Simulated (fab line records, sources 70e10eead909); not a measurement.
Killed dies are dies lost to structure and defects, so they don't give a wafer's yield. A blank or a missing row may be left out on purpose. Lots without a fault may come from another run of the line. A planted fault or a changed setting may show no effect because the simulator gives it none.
fab line records | flow nand_harc
record lots=6 wafers=18 last_day=23
route steps=1159 shown A_BONDPAD@1065 END@1159
lots that met no fault: from a run of the same line without faults
start_h: hours from the record's first day to the start of the lot's first wafer shown | wait_h: hours since the lot's step before | " the same as in the row above | L1.1+2: a row that stands for several wafers | - no value, or no start given | * or withheld: withheld | < > ~ a bound
route shown NAME@n: a module of which the file shows steps, and the number in the route of the first | usual: mean/standard deviation of fault-free wafers | same: alike in all rows | chamber/n: place in a boat | sites: the reading at each site | _std_site: their standard deviation | _edge_site: outer sites' mean less inner sites' | radius_mm: how far each site lies from the wafer's centre | mask NAME#n: copy n | behind: the tool/chamber that last shaped the wafer | hold: why the lot was held/for how many hours/how that ended | device: the transistor (n, p or np) that didn't switch | end of line: the same wafers' tests at the end of the route | a step without rows: its recipe alone | killed: dies lost to structure and defects at the first sort, not the wafer's yield | map: a wafer's dies, x killed, . not, _ none there
set.NAME: the setting as run; set.NAME@STEP: as run at that earlier step | model.NAME: the simulator's own value behind a step, which no gauge read
lots at some steps of the route; a table a step, a row a wafer
services: from which hour (start_h, from the record's first day; less than 0 if before it) a tool's chamber was out of use, for how many hours, and why
## steps
# step NHARC_A_BONDPAD_COAT_33
# recipe temp_c=200 time_s=65
# step NHARC_A_BONDPAD_COAT_03
# recipe spin_rpm=2000 resist_thk_nm=600
# step NHARC_A_BONDPAD_SOFTBAKE_04
# recipe temp_c=125 time_s=70
# step NHARC_A_BONDPAD_EBR_05
# step NHARC_A_BONDPAD_EXPOSE_06
# recipe na=0.55 dose_mj=36.99 mask_id=A_BPAD
# step NHARC_A_BONDPAD_PEB_07
# recipe peb_temp_c=128 peb_time_s=80
# step NHARC_A_BONDPAD_DEVELOP_08
# recipe time_s=50 dev_temp_c=22
# step NHARC_A_BONDPAD_CD_MEAS_09
# recipe target_cd_nm=500 landing_energy_ev=500
# usual cd_nm=499.3/2.1
# columns lot.wafer tool chamber start_h wait_h cd_nm
L335.1 cd_sem-02 0 421.68 - 501.1
L335.3 " 0 " " 497.7
L335.5 " 0 " " 498.7
L339.1 cd_sem-02 0 426.82 - 498.5
L339.3 " 0 " " 502.2
L339.6 " 0 " " 497.5
L338.2 cd_sem-03 0 435.16 - 499.0
L338.4 " 0 " " 498.8
L338.6 " 0 " " 496.2
L340.1 cd_sem-01 0 437.85 - 498.3
L340.2 " 0 " " 496.8
L340.3 " 0 " " 500.6
L349.2 cd_sem-03 0 512.05 - 499.0
L349.3 " 0 " " 500.8
L349.4 " 0 " " 495.7
L352.2 cd_sem-01 0 517.31 - 497.5
L352.3 " 0 " " 503.3
L352.6 " 0 " " 500.0
# step NHARC_A_BONDPAD_OVL_MEAS_35
# usual overlay_x_nm=-2/5.8 overlay_y_nm=-1/6.4
# columns lot.wafer tool chamber start_h wait_h overlay_x_nm overlay_y_nm
L335.1 overlay-01 - 421.77 - -3 5
L335.3 " - " " -3 5
L335.5 " - " " -4 5
L339.1 overlay-01 - 426.91 - 7 2
L339.3 " - " " 7 1
L339.6 " - " " 7 1
L338.2 overlay-02 - 435.25 - -1 -14
L338.4 " - " " -1 -14
L338.6 " - " " -1 -14
L340.1 overlay-01 - 437.94 - 8 3
L340.2 " - " " 9 3
L340.3 " - " " 9 3
L349.2 overlay-01 - 512.14 - -5 7
L349.3 " - " " -5 8
L349.4 " - " " -5 8
L352.2 overlay-02 - 517.40 - 4 1
L352.3 " - " " 4 1
L352.6 " - " " 4 1
# step NHARC_A_BONDPAD_HARDBAKE_10
# recipe temp_c=118 time_s=65
# step NHARC_A_BONDPAD_DESCUM_11
# recipe time_s=3 o2_flow_sccm=200 ar_flow_sccm=0 bias_power_w=0 chemistry=O2
# usual chamber_pressure_mTorr=60.00/0.053 drypump_motor_current_A=5.8/0.43 oes_product_au=0.997/0.0079 rf_vpp_V=57.6/0.84 showerhead_plenum_p_Torr=1.86/0.089 throttle_valve_pct=11.311/0.0084
# columns lot.wafer tool chamber start_h wait_h chamber_pressure_mTorr drypump_motor_current_A oes_product_au rf_hours_counter_h rf_vpp_V showerhead_plenum_p_Torr throttle_valve_pct
L335.1 rie_diel-01 0 421.91 - 59.92 5.3 0.984 3 57.3 1.80 11.330
L335.3 " 2 " " 60.02 6.1 0.991 3 55.9 1.78 11.308
L335.5 " 3 " " 60.08 5.5 0.999 - 56.9 2.02 11.309
L339.3 rie_diel-01 1 427.03 - 60.02 6.2 0.991 4 58.4 1.80 11.329
L339.1 " 2 " " 60.00 6.1 0.997 4 58.2 1.78 11.307
L339.6 " 2 " " 59.96 6.1 0.999 - 57.7 1.78 11.300
L338.2 rie_diel-01 2 435.38 - 59.96 6.1 1.000 4 57.5 1.78 11.307
L338.4 " 0 " " 59.93 5.3 0.996 4 58.3 1.80 11.307
L338.6 " 2 " " 60.01 6.1 0.998 - 57.3 1.78 11.312
L340.1 rie_diel-01 3 438.07 - 60.00 5.6 0.992 4 58.2 2.02 11.318
L340.3 " 1 " " 60.03 6.2 0.994 4 57.8 1.80 11.304
L340.2 " 2 " " 60.01 6.1 0.997 4 56.9 1.78 11.313
L349.3 rie_diel-01 2 512.28 - 60.05 6.1 1.002 0 57.0 1.78 11.310
L349.2 " 3 " " 60.02 5.6 1.002 0 59.6 2.02 11.308
L349.4 " 0 " " 60.02 5.3 0.981 0 56.8 1.80 11.305
L352.3 rie_diel-01 2 517.53 - 60.04 6.1 1.000 1 56.8 1.78 11.308
L352.2 " 3 " " 60.09 5.6 0.998 1 57.5 2.02 11.310
L352.6 " 1 " " 60.01 6.3 1.000 - 57.8 1.80 11.314
# step NHARC_A_BONDPAD_ETCH_34
# recipe target_depth_a=600 overetch_a=180 time_s=65.91 ion_energy_ev=200 n2_flow_sccm=150 h2_flow_sccm=150 ar_flow_sccm=0 rf_w=400 bias_w=150 chemistry=N2/H2
# usual chamber_pressure_mTorr=29.995/0.028 drypump_motor_current_A=5.8/0.4 oes_product_au=0.996/0.0075 rf_fwd_power_W=396.5/1.3 rf_vpp_V=429.1/2.9 showerhead_plenum_p_Torr=1.99/0.1 throttle_valve_pct=14.171/0.0093
# columns lot.wafer tool chamber start_h wait_h chamber_pressure_mTorr drypump_motor_current_A oes_product_au rf_fwd_power_W rf_hours_counter_h rf_vpp_V showerhead_plenum_p_Torr throttle_valve_pct
L335.3 rie_diel-01 0 422.00 0.1 30.013 5.3 0.989 397.8 3 426.4 1.92 14.165
L335.1 " 1 " " 29.955 6.2 1.002 398.9 3 425.3 1.91 14.162
L335.5 " 3 " " 30.031 5.6 0.992 397.5 - 432.8 2.16 14.176
L339.1 rie_diel-01 3 427.13 0.1 30.083 5.5 0.997 396.9 4 433.0 2.16 14.152
L339.3 " 0 " " 29.983 5.3 0.986 399.2 4 427.0 1.92 14.175
L339.6 " 2 " " 29.993 6.1 1.001 392.9 - 425.7 1.89 14.175
L338.4 rie_diel-01 2 435.46 0.1 29.936 6.1 1.006 394.9 4 425.4 1.90 14.159
L338.2 " 3 " " 29.976 5.6 0.999 395.4 4 433.6 2.16 14.189
L338.6 " 3 " " 29.996 5.6 1.002 396.2 - 434.2 2.16 14.161
L340.1 rie_diel-01 2 438.15 0.1 30.006 6.1 1.005 394.6 4 427.2 1.89 14.167
L340.3 " 3 " " 30.001 5.6 0.998 397.5 4 432.8 2.16 14.160
L340.2 " 1 " " 30.009 6.2 0.997 397.5 4 427.4 1.91 14.176
L349.2 rie_diel-01 0 512.37 0.1 29.984 5.3 0.996 398.7 0 427.6 1.91 14.154
L349.3 " 1 " " 30.050 6.2 1.000 397.1 0 427.4 1.91 14.176
L349.4 " 3 " " 29.989 5.6 0.997 395.6 0 434.8 2.16 14.141
L352.3 rie_diel-01 1 517.60 0.1 29.999 6.3 0.989 397.3 1 426.3 1.91 14.176
L352.2 " 2 " " 29.976 6.1 0.990 395.0 1 427.0 1.89 14.159
L352.6 " 2 " " 29.987 6.1 0.987 394.5 - 425.5 1.89 14.191
# step NHARC_A_BONDPAD_ETCH_12
# recipe target_depth_a=2200 time_s=110 chf3_flow_sccm=50 o2_flow_sccm=10 ar_flow_sccm=200 rf_w=500 bias_w=200 chemistry=CHF3/O2
# usual chamber_pressure_mTorr=25.002/0.022 drypump_motor_current_A=5.8/0.43 oes_product_au=0.943/0.022 rf_fwd_power_W=497.1/1.4 rf_vpp_V=369.5/2.6 showerhead_plenum_p_Torr=2.35/0.11 throttle_valve_pct=20.573/0.0086
# columns lot.wafer tool chamber start_h wait_h chamber_pressure_mTorr drypump_motor_current_A oes_product_au rf_fwd_power_W rf_hours_counter_h rf_vpp_V showerhead_plenum_p_Torr throttle_valve_pct
L335.3 rie_diel-01 1 422.08 - 25.019 6.2 0.924 499.3 3 366.7 2.26 20.580
L335.1 " 3 " " 24.989 5.6 0.920 498.2 4 373.7 2.53 20.578
L335.5 " 0 " " 25.003 5.3 0.913 496.6 - 368.5 2.27 20.587
L339.1 rie_diel-01 3 427.22 - 25.015 5.6 0.976 499.0 4 373.8 2.53 20.580
L339.3 " 1 " " 24.991 6.3 0.969 498.7 4 366.9 2.26 20.586
L339.6 " 3 " " 25.003 5.6 0.982 499.6 - 373.7 2.53 20.565
L338.4 rie_diel-01 3 435.56 - 24.980 5.6 0.927 497.9 4 373.8 2.53 20.562
L338.2 " 1 " " 24.979 6.3 0.934 497.2 4 366.4 2.26 20.574
L338.6 " 3 " " 25.036 5.6 0.920 498.1 - 373.9 2.53 20.565
L340.2 rie_diel-01 0 438.25 - 25.050 5.3 0.917 498.0 4 368.3 2.27 20.575
L340.3 " 1 " " 25.022 6.3 0.928 494.0 4 367.0 2.26 20.564
L340.1 " 2 " " 24.987 6.1 0.927 498.2 4 367.7 2.24 20.576
L349.3 rie_diel-01 3 512.46 - 25.004 5.5 0.959 499.1 0 373.8 2.53 20.570
L349.4 " 0 " " 25.005 5.3 0.728 298.3 0 367.4 2.26 20.575
L349.2 " 1 " " 25.019 6.3 0.983 497.8 0 366.7 2.26 20.575
L352.3 rie_diel-01 0 517.70 - 24.988 5.3 0.726 297.5 1 367.4 2.26 20.565
L352.2 " 1 " " 24.991 6.3 0.961 498.9 1 367.3 2.26 20.571
L352.6 " 0 " " 25.017 5.3 0.737 296.6 - 368.3 2.26 20.564
# step NHARC_A_BONDPAD_CD_MEAS_13
# usual cd_nm=499.0/2.2
# columns lot.wafer tool chamber start_h wait_h cd_nm
L335.1 cd_sem-02 - 422.21 - 500.8
L335.3 " - " " 496.7
L335.5 " - " " 498.6
L339.1 cd_sem-01 - 427.35 - 499.1
L339.3 " - " " 501.4
L339.6 " - " " 496.9
L338.2 cd_sem-01 - 435.69 - 497.3
L338.4 " - " " 498.3
L338.6 " - " " 494.7
L340.1 cd_sem-01 - 438.38 - 498.9
L340.2 " - " " 496.5
L340.3 " - " " 499.2
L349.2 cd_sem-01 - 512.60 - 499.1
L349.3 " - " " 501.9
L349.4 " - " " 492.9
L352.2 cd_sem-03 - 517.85 - 496.8
L352.3 " - " " 501.3
L352.6 " - " " 496.6
# step NHARC_END_SORT_01
# recipe temp_c=25
# usual defect_limited_yield=95.5/1.3 killed_at_array=27/8.8 killed_at_other=0.4/0.82 killed_at_periphery=3.1/2.1 killed_dies=31/8.8 killed_open=3.3/2 killed_short=2.0/1.4 sort_bin_2_pct=1.3/0.56 sort_bin_3_pct=0.25/0.21 sort_bin_4_pct=2.9/0.89 sort_n_pass=646/8.8 sort_rim_yield_pct=95.8/2.7 sort_yield_pct=95.5/1.3
# same gross_dies=677 sort_bin_5_pct[%]=0 sort_bin_6_pct[%]=0 sort_bin_7_pct[%]=0 sort_bin_8_pct[%]=0 sort_rim_n_gross=106.00
# columns lot.wafer tool chamber start_h wait_h defect_limited_yield[%] killed_at_array killed_at_other killed_at_periphery killed_dies killed_open killed_short sort_bin_2_pct[%] sort_bin_3_pct[%] sort_bin_4_pct[%] sort_n_pass sort_rim_yield_pct[%] sort_yield_pct[%]
L335.1 prober-01 0 458.93 2.5 95.9 27 0 1 28 3 6 0.9 0.15 3.1 649 95.3 95.9
L335.3 prober-01 0 460.55 3.1 96.8 21 0 1 22 2 1 1.0 0.30 1.9 655 95.3 96.8
L335.5 prober-01 0 462.16 3.7 95.4 28 0 3 31 2 3 1.2 0.30 3.1 646 94.3 95.4
L338.2 prober-01 0 475.36 2.8 94.1 38 0 2 40 3 1 2.1 0 3.8 637 95.3 94.1
L338.4 prober-01 0 476.96 3.4 94.5 37 0 0 37 1 1 1.9 0.44 3.1 640 96.2 94.5
L338.6 prober-01 0 478.56 4.0 94.1 38 0 2 40 4 1 2.2 0 3.7 637 92.5 94.1
L340.1 prober-01 0 482.36 2.5 97.9 12 0 2 14 3 1 0.1 0.15 1.8 663 99.1 97.9
L340.2 prober-01 0 483.16 2.8 97.9 12 0 2 14 2 0 0.3 0 1.8 663 98.1 97.9
L340.3 prober-01 0 483.97 3.1 99.0 4 0 3 7 3 0 0.1 0 0.9 670 100.0 99.0
L352.2 prober-02 0 546.80 2.8 96.9 18 0 3 21 1 3 0.6 0.30 2.2 656 94.3 96.9
L352.3 prober-02 0 547.60 3.1 0 672 1 4 677 7 3 96.2 0.30 3.5 0 0 0
L352.6 prober-02 0 549.99 4.0 0 675 2 0 677 3 4 96.9 0.59 2.5 0 0 0
L349.2 prober-01 0 546.86 2.8 95.7 26 1 2 29 3 2 1.3 0.44 2.5 648 91.5 95.7
L349.4 prober-01 0 548.48 3.4 0 675 0 2 677 3 2 95.7 0.30 4.0 0 0 0
# killed by level:class
L335.1 A_SLIT:chamber_film_flake=7 A_CONTACT:chamber_film_flake=7 A_WL_FILL:geometric_particle:short=3 A_STAIRCASE:chamber_film_flake=3 A_CONTACT:geometric_particle:open=2 P_GATE:geometric_particle:short=1 A_ONON_D1:geometric_particle:short=1 A_CHANNEL_HOLE_D1:geometric_particle:open=1
L335.3 A_CONTACT:chamber_film_flake=7 A_SLIT:chamber_film_flake=5 A_ZERO_WELL:chamber_film_flake=3 A_STAIRCASE:chamber_film_flake=3 P_M0:geometric_particle:open=1 A_WL_FILL:geometric_particle:open=1 A_M0:geometric_particle:short=1 A_CHANNEL_HOLE_D1:chamber_film_flake=1
L335.5 A_SLIT:chamber_film_flake=10 A_STAIRCASE:chamber_film_flake=7 A_CONTACT:chamber_film_flake=5 A_ZERO_WELL:chamber_film_flake=3 P_M0:geometric_particle:short=2 P_M0:geometric_particle:open=1 A_CONTACT:geometric_particle:short=1 A_CONTACT:geometric_particle:open=1
L338.2 A_CHANNEL_HOLE_D1:chamber_film_flake=21 A_SLIT:chamber_film_flake=8 A_CONTACT:chamber_film_flake=2 A_M1:chamber_film_flake=2 P_CONTACT:geometric_particle:open=1 A_STAIRCASE:geometric_particle:open=1 A_WL_FILL:geometric_particle:short=1 A_CONTACT:geometric_particle:open=1
L338.4 A_CHANNEL_HOLE_D1:chamber_film_flake=16 A_SLIT:chamber_film_flake=7 A_CONTACT:chamber_film_flake=5 A_M1:chamber_film_flake=3 A_CHANNEL_FILL_D1:chamber_film_flake=2 A_STAIRCASE:chamber_film_flake=2 A_CHANNEL_FILL_D1:geometric_particle:open=1 A_CONTACT:geometric_particle:short=1
L338.6 A_CHANNEL_HOLE_D1:chamber_film_flake=12 A_STAIRCASE:chamber_film_flake=7 A_SLIT:chamber_film_flake=6 A_M1:chamber_film_flake=6 A_CONTACT:geometric_particle:open=2 P_M1:geometric_particle:open=1 A_SOURCE_PLATE:geometric_particle:open=1 A_M0:geometric_particle:short=1
L340.1 A_STAIRCASE:chamber_film_flake=4 A_M1:chamber_film_flake=2 A_CHANNEL_FILL_D1:geometric_particle:open=1 A_CHANNEL_FILL_D1:geometric_particle:short=1 A_WL_FILL:geometric_particle:open=1 A_CONTACT:geometric_particle:open=1 P_ZERO_WELL:chamber_film_flake=1 P_M2:chamber_film_flake=1
L340.2 A_CHANNEL_HOLE_D1:chamber_film_flake=5 P_ZERO_WELL:chamber_film_flake=2 A_STAIRCASE:chamber_film_flake=2 A_CHANNEL_FILL_D1:geometric_particle:open=1 A_CONTACT:geometric_particle:open=1 A_CHANNEL_FILL_D1:chamber_film_flake=1 A_CONTACT:chamber_film_flake=1 A_M1:chamber_film_flake=1
L340.3 P_M0:geometric_particle:open=2 A_CONTACT:geometric_particle:open=1 P_ZERO_WELL:chamber_film_flake=1 A_STAIRCASE:chamber_film_flake=1 A_SLIT:chamber_film_flake=1 A_M1:chamber_film_flake=1
L352.2 A_SLIT:chamber_film_flake=9 A_CHANNEL_HOLE_D1:chamber_film_flake=3 A_WL_FILL:geometric_particle:short=2 P_GATE:chamber_film_flake=2 A_SOURCE_PLATE:geometric_particle:short=1 A_M1:geometric_particle:open=1 P_ZERO_WELL:chamber_film_flake=1 A_STAIRCASE:chamber_film_flake=1
L349.2 A_SLIT:chamber_film_flake=10 A_CHANNEL_HOLE_D1:chamber_film_flake=8 A_CONTACT:chamber_film_flake=3 A_CONTACT:geometric_particle:open=2 A_ONON_D1:geometric_particle:short=1 A_SGD_CUT:geometric_particle:open=1 A_SGD_CUT:geometric_particle:short=1 P_STI:chamber_film_flake=1
L352.3 A_BONDPAD:area_etch=641 A_SLIT:chamber_film_flake=12 A_CHANNEL_HOLE_D1:chamber_film_flake=5 A_CONTACT:chamber_film_flake=3 P_GATE:chamber_film_flake=2 A_CHANNEL_FILL_D1:chamber_film_flake=2 P_CONTACT:geometric_particle:open=1 P_M0:geometric_particle:open=1
L349.4 A_BONDPAD:area_etch=638 A_SLIT:chamber_film_flake=16 A_CHANNEL_HOLE_D1:chamber_film_flake=6 A_CONTACT:chamber_film_flake=6 A_ZERO_WELL:chamber_film_flake=3 A_CONTACT:geometric_particle:open=2 A_SOURCE_PLATE:geometric_particle:open=1 A_SGD_CUT:geometric_particle:short=1
L352.6 A_BONDPAD:area_etch=649 A_SLIT:chamber_film_flake=10 A_CHANNEL_HOLE_D1:chamber_film_flake=7 A_STAIRCASE:chamber_film_flake=2 A_CONTACT:chamber_film_flake=2 A_ONON_D1:geometric_particle:open=1 A_ONON_D1:geometric_particle:short=1 A_CHANNEL_FILL_D1:geometric_particle:short=1
# map L349.4 (x killed, . not)
____________x____________
_________xxxxxxx_________
_______xxxxxxxxxxx_______
______xxxxxxxxxxxxx______
_____xxxxxxxxxxxxxxx_____
____xxxxxxxxxxxxxxxxx____
____xxxxxxxxxxxxxxxxx____
___xxxxxxxxxxxxxxxxxxx___
___xxxxxxxxxxxxxxxxxxx___
__xxxxxxxxxxxxxxxxxxxxx__
__xxxxxxxxxxxxxxxxxxxxx__
_xxxxxxxxxxxxxxxxxxxxxxx_
_xxxxxxxxxxxxxxxxxxxxxxx_
_xxxxxxxxxxxxxxxxxxxxxxx_
_xxxxxxxxxxxxxxxxxxxxxxx_
_xxxxxxxxxxxxxxxxxxxxxxx_
xxxxxxxxxxxxxxxxxxxxxxxxx
xxxxxxxxxxxxxxxxxxxxxxxxx
xxxxxxxxxxxxxxxxxxxxxxxxx
xxxxxxxxxxxxxxxxxxxxxxxxx
xxxxxxxxxxxxxxxxxxxxxxxxx
_xxxxxxxxxxxxxxxxxxxxxxx_
_xxxxxxxxxxxxxxxxxxxxxxx_
_xxxxxxxxxxxxxxxxxxxxxxx_
_xxxxxxxxxxxxxxxxxxxxxxx_
_xxxxxxxxxxxxxxxxxxxxxxx_
__xxxxxxxxxxxxxxxxxxxxx__
__xxxxxxxxxxxxxxxxxxxxx__
___xxxxxxxxxxxxxxxxxxx___
___xxxxxxxxxxxxxxxxxxx___
____xxxxxxxxxxxxxxxxx____
____xxxxxxxxxxxxxxxxx____
_____xxxxxxxxxxxxxxx_____
______xxxxxxxxxxxxx______
_______xxxxxxxxxxx_______
_________xxxxxxx_________
____________x____________
# map L352.3 (x killed, . not)
____________x____________
_________xxxxxxx_________
_______xxxxxxxxxxx_______
______xxxxxxxxxxxxx______
_____xxxxxxxxxxxxxxx_____
____xxxxxxxxxxxxxxxxx____
____xxxxxxxxxxxxxxxxx____
___xxxxxxxxxxxxxxxxxxx___
___xxxxxxxxxxxxxxxxxxx___
__xxxxxxxxxxxxxxxxxxxxx__
__xxxxxxxxxxxxxxxxxxxxx__
_xxxxxxxxxxxxxxxxxxxxxxx_
_xxxxxxxxxxxxxxxxxxxxxxx_
_xxxxxxxxxxxxxxxxxxxxxxx_
_xxxxxxxxxxxxxxxxxxxxxxx_
_xxxxxxxxxxxxxxxxxxxxxxx_
xxxxxxxxxxxxxxxxxxxxxxxxx
xxxxxxxxxxxxxxxxxxxxxxxxx
xxxxxxxxxxxxxxxxxxxxxxxxx
xxxxxxxxxxxxxxxxxxxxxxxxx
xxxxxxxxxxxxxxxxxxxxxxxxx
_xxxxxxxxxxxxxxxxxxxxxxx_
_xxxxxxxxxxxxxxxxxxxxxxx_
_xxxxxxxxxxxxxxxxxxxxxxx_
_xxxxxxxxxxxxxxxxxxxxxxx_
_xxxxxxxxxxxxxxxxxxxxxxx_
__xxxxxxxxxxxxxxxxxxxxx__
__xxxxxxxxxxxxxxxxxxxxx__
___xxxxxxxxxxxxxxxxxxx___
___xxxxxxxxxxxxxxxxxxx___
____xxxxxxxxxxxxxxxxx____
____xxxxxxxxxxxxxxxxx____
_____xxxxxxxxxxxxxxx_____
______xxxxxxxxxxxxx______
_______xxxxxxxxxxx_______
_________xxxxxxx_________
____________x____________
## services
# columns tool chamber start_h hours kind
rie_diel-01 0 421.82 - clean
rie_diel-01 1 421.82 - clean
rie_diel-01 2 421.82 - clean
rie_diel-01 3 421.82 - clean
rie_diel-01 0 446.32 - clean
rie_diel-01 1 446.32 - clean
rie_diel-01 2 446.32 - clean
rie_diel-01 3 446.32 - clean
rie_diel-01 0 470.82 - clean
rie_diel-01 1 470.82 - clean
rie_diel-01 2 470.82 - clean
rie_diel-01 3 470.82 - clean
rie_diel-01 - 491.82 9.0 pm
rie_diel-01 0 491.82 9.0 vent_cycle
rie_diel-01 1 491.82 9.0 vent_cycle
rie_diel-01 2 491.82 9.0 vent_cycle
rie_diel-01 3 491.82 9.0 vent_cycle
rie_diel-01 0 500.82 - clean
rie_diel-01 1 500.82 - clean
rie_diel-01 2 500.82 - clean
rie_diel-01 3 500.82 - clean
## key
first_sign step=NHARC_A_BONDPAD_ETCH_12 reading=rf_fwd_power_W direction=down sigmas=99+ usual=* struck=*
effect step=NHARC_A_BONDPAD_ETCH_12 reading=oes_product_au direction=down sigmas=9.7 usual=0.943 struck=0.731
effect step=NHARC_END_SORT_01 reading=sort_bin_2_pct direction=up sigmas=99+ usual=1.3 struck=96.3
more_kills_born_at NHARC_A_BONDPAD_ETCH_12@rie_diel-01=1928
met_at NHARC_A_BONDPAD_ETCH_12
struck_wafers L349.4,L352.3,L352.6
later_rows_left_out L349.4,L352.3,L352.6
onset_between 438.25 512.46
fault kind=process_parameter_drift tool=rie_diel-01 chamber=0 onset_h=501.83 steps=NHARC_A_BONDPAD_ETCH_12 channel=rf_w offset=* shape=step end_h=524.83 acts_in=* stated=*
# later_rows_left_out: the simulator's readings of these wafers behind a module that went badly wrong aren't trusted and aren't shown, but for the sort
